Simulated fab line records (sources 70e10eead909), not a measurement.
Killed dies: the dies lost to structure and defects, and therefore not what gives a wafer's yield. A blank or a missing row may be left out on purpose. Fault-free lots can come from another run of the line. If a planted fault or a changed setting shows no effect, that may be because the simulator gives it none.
Chamber matching + flow nand-harc + NHARC_P_GATE_STRIP_101 on rie-diel-10: 4 sister chambers
The step strips in O2, time 20 s. 14 wafers are shown with their chamber, then 7 later ones without.

== EACH WAFER AND ITS CHAMBER ==
| wafer  | chamber | showerhead-plenum-p-Torr (Torr) | drypump-motor-current-A (A) | throttle-valve-pct (%) |
|--------|---------|---------------------------------|-----------------------------|------------------------|
| L430.1 | 2       | 3.53                            | 5.35                        | 17.035                 |
| L430.2 | 3       | 3.35                            | 5.58                        | 17.042                 |
| L430.5 | 3       | 3.35                            | 5.57                        | 17.035                 |
| L432.1 | 0       | 3.60                            | 5.93                        | 17.044                 |
| L432.4 | 3       | 3.35                            | 5.58                        | 17.034                 |
| L432.5 | 1       | 3.42                            | 5.88                        | 17.036                 |
| L437.2 | 1       | 3.41                            | 5.91                        | 17.021                 |
| L437.3 | 3       | 3.35                            | 5.60                        | 17.039                 |
| L437.6 | 2       | 3.53                            | 5.36                        | 17.031                 |
| L440.3 | 1       | 3.41                            | 5.92                        | 17.032                 |
| L440.4 | 0       | 3.60                            | 5.92                        | 17.041                 |
| L440.5 | 2       | 3.53                            | 5.34                        | 17.046                 |
| L449.1 | 0       | 3.60                            | 5.98                        | 17.047                 |
| L449.5 | 1       | 3.41                            | 5.90                        | 17.034                 |

SIGNATURES, as means of the wafers listed above
| reading                  | chamber 0 | chamber 1 | chamber 2 | chamber 3 | scatter within a chamber |
|--------------------------|-----------|-----------|-----------|-----------|--------------------------|
| showerhead-plenum-p-Torr | 3.6000    | 3.4125    | 3.5300    | 3.3500    | 0.00274                  |
| drypump-motor-current-A  | 5.9433    | 5.9025    | 5.3500    | 5.5825    | 0.019                    |
| throttle-valve-pct       | 17.04400  | 17.03075  | 17.03733  | 17.03750  | 0.00561                  |
Rule: for each reading, subtract the chamber's mean from the wafer's reading, divide by that reading's scatter and square the result; add these up over the readings and take the root, which gives the wafer's distance from the chamber. If the next closest chamber is less than 2 further off than the closest, the wafer can't be placed; otherwise it belongs to the closest. How the scatter is found: for the shown wafers, subtract from each reading the mean of its chamber, square and add these, divide the total by (wafers less chambers), then take the root.

== WAFERS WITHOUT THEIR CHAMBER ==
| wafer  | showerhead-plenum-p-Torr (Torr) | drypump-motor-current-A (A) | throttle-valve-pct (%) |
|--------|---------------------------------|-----------------------------|------------------------|
| L449.6 | 3.60                            | 5.99                        | 17.036                 |
| L450.1 | 3.53                            | 5.31                        | 17.019                 |
| L450.4 | 3.41                            | 5.87                        | 17.039                 |
| L450.5 | 3.53                            | 5.35                        | 17.031                 |
| L453.2 | 3.53                            | 5.37                        | 17.041                 |
| L453.5 | 3.34                            | 5.53                        | 17.027                 |
| L453.6 | 3.60                            | 5.98                        | 17.048                 |

== WHICH CHAMBER EACH ONE RAN IN ==
| wafer  | from the rows above | in truth |
|--------|---------------------|----------|
| L449.6 | 0                   | 0        |
| L450.1 | 2                   | 2        |
| L450.4 | 1                   | 1        |
| L450.5 | 2                   | 2        |
| L453.2 | 2                   | 2        |
| L453.5 | 3                   | 3        |
| L453.6 | 0                   | 0        |
Placed correctly: 7 of 7. From these rows, 0 cannot be placed. Placed wrongly: 0.
